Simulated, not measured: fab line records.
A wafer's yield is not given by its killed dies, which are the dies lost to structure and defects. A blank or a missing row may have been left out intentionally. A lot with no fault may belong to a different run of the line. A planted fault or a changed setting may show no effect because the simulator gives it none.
A struck lot beside a sound one | flow n5Finfet | 17 steps out of a route of 1938
Sound: these wafers, L475.2, L475.4, L475.6. Struck: wafer L479.2 (L479.3, L479.6, from the same lot, were not struck and are left out); the cause is given at the end.
Per side, at each step with rows, come the tool, then ch with its chambers, and then its first start. Under that, the readings that differ: sound wafers | struck wafers | difference of the means | sigmas: that difference in standard deviations of wafers without a fault.
alike: words and numbers the same on both sides, and readings whose means are apart by under 2 such deviations; not compared: readings that were withheld, readings missing a value for some wafer, numbers with overlapping values and no deviation given by the record, and bounds like >300 which may hide the same value.
Wherever a step has rows on one side only, a row that says differs or no value, or a row with sigmas, the two part there. Numbers that don't overlap but have no deviation are shown without sigmas and don't part them. A reading missing from all wafers of one side parts the sides only when that side holds two or more wafers.

first, 4 steps without rows for these wafers: N5_BEOL_M11_HM_STRIP_39 (strips TiN in peroxide tin strip, target depth 25 nm, time 158 s); N5_BEOL_M11_SRD_40 (time 30 s); N5_BEOL_M11_PRECLEAN_42 (cleans in residue remover, time 60 s); N5_BEOL_M11_SRD_43 (time 30 s).
N5_BEOL_M11_CD_MEAS_35: the cd target is 70 nm.
  sound on cdSem-01, day 11 07:08; struck on cdSem-03, day 13 15:19
  alike: cdNm
then, 1 step without rows for these wafers: N5_BEOL_M11_CURE_72 (cures SiCOH lowk, time 120 s).
N5_BEOL_M11_DEGAS_44: time 60 s.
  sound on pvdSputter-02, day 11 07:49; struck on pvdSputter-01, day 13 15:59
  alike: heaterPowerW
N5_BEOL_M11_PRE_CLEAN_45: time 30 s.
  sound on pvdSputter-02, day 11 07:52; struck on pvdSputter-01, day 13 16:01
  alike: heaterPowerW
N5_BEOL_M11_ALD_74: deposits TaN, target thk 2 nm, pulse time 2 s, purge time 3 s.
  sound on aldMetal-01 ch 0,1,3, day 11 07:55; struck on aldMetal-03 ch 2, day 13 16:11
  alike: heaterPowerW
N5_BEOL_M11_SURFACE_TREAT_76:
  sound on pvdSputter-03, day 11 08:18; struck on pvdSputter-03, day 13 16:33
  not compared: throttleValvePct
then, 1 step without rows for these wafers: N5_BEOL_M11_CVD_75 (deposits Co from CCTBA/H2, target thk 2 nm, time 138.9 s).
N5_BEOL_M11_SPUTTER_48: material Cu, target thk 12 nm, time 2 s.
  sound on pvdSputter-02, day 11 08:30; struck on pvdSputter-02, day 13 17:51
  alike: throttleValvePct
N5_BEOL_M11_ECD_50: material Cu, target thk 318 nm.
  sound on ecdCu-01 ch 1, day 11 08:37; struck on ecdCu-01 ch 0, day 13 17:58
reading                                | sound           | struck | difference | sigmas
model.Cu_of_BEOL_M11_ECD_50.thkNm (nm) | 317.2 316 320.4 | 504.4  | +186.5     | 
then, 1 step without rows for these wafers: N5_BEOL_M11_ANNEAL_51 (time 90 s).
N5_BEOL_M11_CMP_52: polishes, stops on SiCOH lowk, t overpolish 7 s, target thk 140 nm.
  sound on cmp-02 ch 2,3, day 11 09:29; struck on cmp-03 ch 3, day 13 18:40
reading             | sound    | struck | difference | sigmas
timeToEndpointS (s) | 64 67 67 | 110    | +44        | +12
  alike: motorCurrentA
N5_BEOL_M11_THK_MEAS_53: measures by xrf.
  sound on filmMetro-01, day 11 09:47; struck on filmMetro-01, day 13 18:58
  alike: M11_THK
following that, these wafers have no rows for 1 step: N5_PASSIVATION_PROBE_49.

## WHERE THEY PART
N5_BEOL_M11_CMP_52 only, going by this record. Later steps at which nothing parts them and some readings are alike: N5_BEOL_M11_THK_MEAS_53.

WHY: whatever the simulator had introduced
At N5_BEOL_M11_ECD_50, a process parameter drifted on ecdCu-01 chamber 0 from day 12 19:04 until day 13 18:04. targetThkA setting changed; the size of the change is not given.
